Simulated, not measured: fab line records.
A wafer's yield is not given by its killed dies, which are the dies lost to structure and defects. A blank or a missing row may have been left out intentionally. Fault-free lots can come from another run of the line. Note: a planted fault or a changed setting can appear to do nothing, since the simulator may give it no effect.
Matching of chambers :: flow n5 finfet :: N5_BEOL_M11_DEP_56 on pecvd-02: 3 sister chambers
The step deposits SiCN from 3MS/NH3, target thk 30 nm, time 10.5 s. 14 wafers are shown with their chamber, then 7 later ones without.

WAFERS WITH THEIR CHAMBER
wafer: L319.1
chamber: 0
showerhead plenum p Torr (Torr): 4.133
throttle valve pct (%): 17.1

wafer: L319.4
chamber: 0
showerhead plenum p Torr (Torr): 4.145
throttle valve pct (%): 16.9

wafer: L319.5
chamber: 2
showerhead plenum p Torr (Torr): 4.181
throttle valve pct (%): 16.5

wafer: L322.1
chamber: 2
showerhead plenum p Torr (Torr): 4.157
throttle valve pct (%): 16.7

wafer: L322.2
chamber: 1
showerhead plenum p Torr (Torr): 4.129
throttle valve pct (%): 16.5

wafer: L322.5
chamber: 1
showerhead plenum p Torr (Torr): 4.139
throttle valve pct (%): 16.6

wafer: L329.2
chamber: 0
showerhead plenum p Torr (Torr): 4.136
throttle valve pct (%): 17.4

wafer: L329.4
chamber: 0
showerhead plenum p Torr (Torr): 4.138
throttle valve pct (%): 16.9

wafer: L329.5
chamber: 1
showerhead plenum p Torr (Torr): 4.135
throttle valve pct (%): 16.7

wafer: L330.1
chamber: 2
showerhead plenum p Torr (Torr): 4.163
throttle valve pct (%): 16.7

wafer: L330.3
chamber: 0
showerhead plenum p Torr (Torr): 4.141
throttle valve pct (%): 17.2

wafer: L330.5
chamber: 0
showerhead plenum p Torr (Torr): 4.149
throttle valve pct (%): 17.2

wafer: L336.2
chamber: 1
showerhead plenum p Torr (Torr): 4.117
throttle valve pct (%): 16.7

wafer: L336.5
chamber: 0
showerhead plenum p Torr (Torr): 4.140
throttle valve pct (%): 16.9

SIGNATURES (means of the wafers above)
reading: showerhead plenum p Torr
chamber 0: 4.14029
chamber 1: 4.13000
chamber 2: 4.16700
scatter within a chamber: 0.00833

reading: throttle valve pct
chamber 0: 17.086
chamber 1: 16.625
chamber 2: 16.633
scatter within a chamber: 0.16
Rule: for each reading, subtract the chamber's mean from the wafer's reading, divide by that reading's scatter and square the result; add these up over the readings and take the root, which gives the wafer's distance from the chamber. If the next closest chamber is less than 2 further off than the closest, the wafer can't be placed; otherwise it belongs to the closest. The scatter: take each reading less its chamber's mean, square it, sum over the shown wafers, divide by the number of wafers less the number of chambers, and take the root.

WAFERS WITHOUT THEIR CHAMBER
wafer: L336.6
showerhead plenum p Torr (Torr): 4.132
throttle valve pct (%): 16.7

wafer: L340.3
showerhead plenum p Torr (Torr): 4.132
throttle valve pct (%): 16.7

wafer: L340.4
showerhead plenum p Torr (Torr): 4.119
throttle valve pct (%): 16.7

wafer: L340.6
showerhead plenum p Torr (Torr): 4.144
throttle valve pct (%): 17.1

wafer: L341.1
showerhead plenum p Torr (Torr): 4.128
throttle valve pct (%): 16.8

wafer: L341.4
showerhead plenum p Torr (Torr): 4.137
throttle valve pct (%): 17.3

wafer: L341.5
showerhead plenum p Torr (Torr): 4.185
throttle valve pct (%): 16.9

WHICH CHAMBER EACH WENT THROUGH
wafer: L336.6
from the rows above: 1
in truth: 1

wafer: L340.3
from the rows above: 1
in truth: 1

wafer: L340.4
from the rows above: 1
in truth: 1

wafer: L340.6
from the rows above: 0
in truth: 0

wafer: L341.1
from the rows above: can't be placed: 1 or 0
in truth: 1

wafer: L341.4
from the rows above: 0
in truth: 0

wafer: L341.5
from the rows above: 2
in truth: 2
6 of 7 placed correctly. These rows do not allow placing 1 (true chamber among the candidates in 1). Number placed wrongly: 0.
